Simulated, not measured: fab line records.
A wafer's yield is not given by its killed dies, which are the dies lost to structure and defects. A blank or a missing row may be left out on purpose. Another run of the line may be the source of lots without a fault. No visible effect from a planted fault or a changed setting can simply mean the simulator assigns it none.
Which tool did it?    flow n5-finfet    9 lots, 27 wafers sampled, at 6 steps of a route of 1938

WHAT EACH GAUGE READ, for each wafer
N5_STI_FIN_REVEAL_FIN_H_MEAS_10.
lot   measured     on      trench-depth-nm (nm)
L075  day 2 20:21  ocd-01  50.5 51.2 51.0
L077  day 3 07:20  ocd-02  50.9 52.0 50.0
L080  day 4 01:26  ocd-02  52.3 51.9 51.5
L083  day 4 19:38  ocd-02  51.7 50.4 51.4
L086  day 5 18:33  ocd-02  52.1 52.4 52.8
L090  day 6 12:46  ocd-02  51.7 51.7 51.6
L092  day 6 23:44  ocd-01  52.2 51.9 51.2
L094  day 7 13:44  ocd-02  51.4 51.5 51.4
L096  day 8 01:02  ocd-02  51.8 53.0 52.1

WHICH TOOL RAN EACH LOT (tool, then ch and the chambers of the sampled wafers, then the start)
lot   N5_PMOS_HMC_CHANNEL_EPI_ETCH_32    N5_FIN_CUT_DESCUM_13               N5_FIN_CUT_ETCH_21                 N5_STI_FIN_REVEAL_STRIP_24         N5_STI_FIN_REVEAL_OXIDATION_33
L075  rie-diel-05 ch 1,2,3, day 2 00:33  rie-diel-06 ch 0,2,3, day 2 10:26  rie-diel-06 ch 0,2,3, day 2 10:32  rie-diel-01 ch 0,1,3, day 2 17:24  plasma-asher-02 ch 0,1, day 2 20:10
L077  rie-diel-05 ch 0,1, day 2 11:50    rie-diel-02 ch 2,3, day 2 21:00    rie-diel-02 ch 2,3, day 2 21:05    rie-diel-03 ch 0,2,3, day 3 04:25  plasma-asher-01 ch 1, day 3 07:09
L080  rie-diel-05 ch 1,2,3, day 3 05:22  rie-diel-06 ch 0,1,3, day 3 15:02  rie-diel-06 ch 0,1,3, day 3 15:08  rie-diel-04 ch 1,2,3, day 3 22:29  plasma-asher-02 ch 0,1, day 4 01:14
L083  rie-diel-05 ch 0,1,3, day 3 23:30  rie-diel-06 ch 0,1,3, day 4 08:43  rie-diel-06 ch 0,1,3, day 4 08:49  rie-diel-04 ch 0,1,2, day 4 16:40  plasma-asher-02 ch 0,1, day 4 19:26
L086  rie-diel-06 ch 0,1,3, day 4 17:50  rie-diel-02 ch 1,2,3, day 5 07:53  rie-diel-02 ch 1,2,3, day 5 07:58  rie-diel-01 ch 1,2,3, day 5 15:37  plasma-asher-02 ch 0,1, day 5 18:20
L090  rie-diel-02 ch 0,1,3, day 5 17:25  rie-diel-06 ch 0,1, day 6 02:49    rie-diel-06 ch 0,1, day 6 02:55    rie-diel-03 ch 0,1,3, day 6 09:52  plasma-asher-02 ch 1, day 6 12:34
L092  rie-diel-06 ch 1,3, day 6 04:59    rie-diel-06 ch 1,3, day 6 14:04    rie-diel-06 ch 1,3, day 6 14:10    rie-diel-03 ch 0,1,3, day 6 20:49  plasma-asher-02 ch 0,1, day 6 23:33
L094  rie-diel-06 ch 1,2,3, day 6 17:28  rie-diel-05 ch 1,2, day 7 03:23    rie-diel-05 ch 1,2, day 7 03:29    rie-diel-01 ch 0,3, day 7 10:43    plasma-asher-02 ch 0,1, day 7 13:32
L096  rie-diel-06 ch 0,2,3, day 7 05:16  rie-diel-02 ch 0,1,3, day 7 14:51  rie-diel-02 ch 0,1,3, day 7 14:56  rie-diel-03 ch 1,2,3, day 7 22:04  plasma-asher-01 ch 0,1, day 8 00:50
- N5_PMOS_HMC_CHANNEL_EPI_ETCH_32: etches BARC in N2/H2, stops on SiO2, target depth 85.8 nm, time 50.3 s.
- N5_FIN_CUT_DESCUM_13: chemistry O2, time 7 s.
- N5_FIN_CUT_ETCH_21: etches SOC in N2/H2, target depth 219 nm, overetch 43.8 nm, time 523.5 s.
- N5_STI_FIN_REVEAL_STRIP_24: strips in N2/H2, time 90 s.
- N5_STI_FIN_REVEAL_OXIDATION_33: chemistry O2 PLASMA REMOTE, time 20 s.

THE ANSWER, worked out from the rows above alone
Rule: what is usual is taken from the lots themselves. The widest of any qualifying gaps counts: lots, ordered by their means at a reading, are off when they make up no more than a third of the lots, leave a main group of 4 or more, and stand apart from it by 3 or more times the standard deviation of that group's means. If all means in a main group match to the digits the tables above print for the reading, that group is not used. A lot without any number at a reading at which 4 lots or more have one is off too. All remaining lots with rows at the step are treated as sound.
Across all readings shown, no lot is off: no conclusion can be drawn from this.

WHAT THE SIMULATOR PUT IN
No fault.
